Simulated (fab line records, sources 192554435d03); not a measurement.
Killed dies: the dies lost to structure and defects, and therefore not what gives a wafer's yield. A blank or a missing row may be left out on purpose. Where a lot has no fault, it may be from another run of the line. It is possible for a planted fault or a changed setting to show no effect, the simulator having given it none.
One fault through the eyes of 2 desks -- flow n5-finfet -- each desk holds nothing but its own numbers, with what lay behind them at the end

== METROLOGY DESK ==
What the gauges read for every lot (on any tool): the sampled wafers with a number, averaged. Marked OUT: a lot whose mean sits more than 4 standard deviations from the usual mean, which makes it out of limits; the brackets give that distance. 7 of its 11 readings are shown, namely those furthest out on some lot.
Columns: A = DIBL_N at N5_BEOL_M4_RC_MEAS_101, usual 37.1 mV/V; B = DIBL_P at N5_BEOL_M4_RC_MEAS_101, usual 38 mV/V; C = IOFF_N at N5_BEOL_M4_RC_MEAS_101, usual 0.18 nA/um; D = ION_N at N5_BEOL_M4_RC_MEAS_101, usual 678 uA/um; E = SS_P at N5_BEOL_M4_RC_MEAS_101, usual 73.7 mV/dec; F = VT_N at N5_BEOL_M4_RC_MEAS_101, usual 249 mV; G = VT_P at N5_BEOL_M4_RC_MEAS_101, usual -248 mV
lot,first seen here,A,B,C,D,E,F,G
L608,day 5 06:34,32.6,33,0.12,652,71.8,256,-250
L609,day 5 09:27,37.1,39,0.19,671,73.5,248,-250
L612,day 6 09:07,39.6,38,0.19,676,74.0,248,-245
L616,day 7 09:22,40.7,40,0.25,691,74.3,244,-244
L621,day 8 11:19,35.7,34,0.14,674,73.0,254,-253
L622,day 8 13:27,38.3,40,0.21,686,74.1,246,-248
L624,day 9 01:14,39.1,40,0.22,687,73.6,245,-242
L625,day 9 09:41,38.8,40,0.21,689,74.1,247,-243
L630,day 10 16:23,37.3,40,0.20,693,74.4,246,-246
Result from this desk: across the 9 lots, nothing is out of limits.

== TOOL OWNER'S DESK, pecvd-03 ==
The tool's own readings at N5_BEOL_M0_SAQP_PECVD_03 (deposits SiCN from 3MS/NH3, target thk 12 nm, time 21.1 s): means of the sampled wafers that have a number, for each lot that ran on this tool. Marked OUT: a lot whose mean sits more than 4 standard deviations from the usual mean, which makes it out of limits; the brackets give that distance.
Columns: A = run-length-s at N5_BEOL_M0_SAQP_PECVD_03, usual 51.4 s; B = showerhead-plenum-p-Torr at N5_BEOL_M0_SAQP_PECVD_03, usual 3.662 Torr; C = throttle-valve-pct at N5_BEOL_M0_SAQP_PECVD_03, usual 9.0 %
lot,first seen here,A,B,C
L608,day 5 10:10,51.0,3.658,8.7
L616,day 7 14:58,51.6,3.660,8.9
L621,day 8 14:55,54.4 (+5.7) OUT,3.661,8.5
L622,day 8 18:14,55.0 (+6.8) OUT,3.665,9.0
L624,day 9 09:00,55.5 (+7.8) OUT,3.657,8.9
This desk's verdict: out of limits on L621, L622, L624, starting with L621 at day 8 14:55 (run-length-s at N5_BEOL_M0_SAQP_PECVD_03). L608, L616: within limits.

== ALL TOGETHER ==
On L621, L622, L624, at day 8 14:55, an alarm was possible from the tool owner's desk.
The metrology desk saw nothing out of limits.
The metrology desk has L621, L622, L624 on record, within its limits.
The lots listed all ran N5_BEOL_M0_SAQP_PECVD_03 on pecvd-03.

== WHAT HAD BEEN PUT IN BY THE SIMULATOR ==
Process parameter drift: pecvd-03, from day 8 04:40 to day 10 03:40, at N5_BEOL_M0_SAQP_PECVD_03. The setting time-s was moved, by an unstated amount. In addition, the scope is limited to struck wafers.
Shown lots that were struck: L621, L622, L624.
Time in hours from fault onset to the first out-of-limits reading at each desk: the tool owner's desk, 10.
